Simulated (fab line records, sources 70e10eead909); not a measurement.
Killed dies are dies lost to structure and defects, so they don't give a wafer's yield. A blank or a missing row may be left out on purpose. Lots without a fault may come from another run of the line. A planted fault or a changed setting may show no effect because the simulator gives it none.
A struck lot beside a sound one | flow nand_harc | 15 steps out of a route of 1159
Sound: wafers L350.2, L350.5, L350.6. Struck: wafers L342.2, L342.3, L342.4. The cause comes at the end.
At each step with rows: each side's tool, then ch and its chambers, then its first start. Under that, the readings that differ: sound wafers | struck wafers | difference of the means | sigmas: that difference in standard deviations of wafers without a fault.
alike: readings whose means differ by less than 2 such deviations, and words and numbers that are the same on both sides. not compared: withheld readings, readings that some wafer has no value for, bounds like >300 that may hide the same value, and numbers for which the record gives no deviation and whose values overlap.
The two part at a step that has a row with sigmas, a row that says differs or no value, or rows on one side only. Numbers that don't overlap but have no deviation are shown without sigmas and don't part them. A reading that every wafer of one side lacks parts them only if that side has two wafers or more.

NHARC_P_M2_PRE_CLEAN_30: time 30 s.
  sound on pvd_sputter-03; struck on pvd_sputter-03
  alike: heater_power_w
then, 4 steps without rows for these wafers: NHARC_P_M2_PVD_20 (deposits TaN, target thk 5 nm, time 8.06 s); NHARC_P_M2_PVD_21 (deposits Cu, target thk 30 nm, time 20.49 s); NHARC_P_M2_ECD_22 (material Cu, target thk 400 nm); NHARC_P_M2_ANNEAL_31 (time 90 s).
NHARC_P_M2_CMP_23: polishes, t overpolish 20 s, target thk 144.3 nm.
  sound on cmp-01 ch 0,3, day 10 01:26; struck on cmp-01 ch 0,1,3, day 7 21:34
  alike: motor_current_A, time_to_endpoint_s
NHARC_P_M2_THK_MEAS_24: measures by xrf.
  sound on film_metro-01, day 10 01:46; struck on film_metro-01, day 7 21:52
  alike: thk_nm
then, 1 step without rows for these wafers: NHARC_P_M2_SRD_25.
NHARC_P_M2_INSPECT_27:
  sound on defect_inspect-02, day 10 01:55; struck on defect_inspect-01, day 7 22:01
  alike: raw_defect_count
NHARC_P_M2_PRE_CLEAN_32: time 12 s.
  sound on pecvd-01 ch 0,1, day 10 02:00; struck on pecvd-01 ch 1,2, day 7 22:05
  alike: heater_power_w
NHARC_P_M2_DEP_33: deposits SiCN, target thk 30 nm.
  sound on pecvd-01 ch 0,1, day 10 02:06; struck on pecvd-01 ch 1,2, day 7 22:10
  alike: chamber_pressure_Torr, heater_power_outer_w, heater_power_w
NHARC_P_BONDPAD_DEP_00: deposits SiCN, target thk 250 nm.
  sound on pecvd-02 ch 1,2, day 10 02:27; struck on pecvd-04 ch 1,2, day 7 22:35
  no value came back on the struck wafers for chamber_pressure_Torr (Torr), heater_power_outer_w (W), heater_power_w (W); on the sound wafers chamber_pressure_Torr (Torr) reads 2.995 2.998 2.989
NHARC_P_BONDPAD_CMP_32: polishes SiCN, target thk 200 nm.
  sound on cmp-03 ch 1,2, day 10 02:52; struck on cmp-01 ch 0,2,3, day 7 22:59
  alike: motor_current_A
then, 1 step without rows for these wafers: NHARC_P_BONDPAD_SRD_34.
-- the record jumps here: 14 days lie between the struck wafers' starts before and after (it left off in module P_BONDPAD and takes up again in module END, whose first step shown is number 1159 of the route) --
NHARC_END_SORT_01:
  sound on prober-01 ch 0, day 24 05:52; struck on prober-01 ch 0, day 22 01:14
  reading                  | sound | struck         | difference | sigmas
  defect_limited_yield (%) | 94.1  | 0 0 0          | -94        | -72
  killed_at_periphery      | 2     | 657 653 654    | +653       | +99 or more
  killed_dies              | 40    | 677 677 677    | +637       | +72
  killed_open              | 8     | 4 2 3          | -5         | -3
  sort_bin_2_pct (%)       | 2.8   | 97.5 97.5 97.6 | +94.7      | +99 or more
  sort_n_pass              | 637   | 0 0 0          | -637       | -72
  sort_rim_yield_pct (%)   | 89    | 0 0 0          | -89        | -29
  sort_yield_pct (%)       | 94.1  | 0 0 0          | -94        | -72
  alike: killed_at_array, killed_at_other, killed_short, sort_bin_3_pct, sort_bin_4_pct

WHERE THEY PART
First at NHARC_P_BONDPAD_DEP_00; last, within this record, at NHARC_END_SORT_01.

WHY: what the simulator had put in
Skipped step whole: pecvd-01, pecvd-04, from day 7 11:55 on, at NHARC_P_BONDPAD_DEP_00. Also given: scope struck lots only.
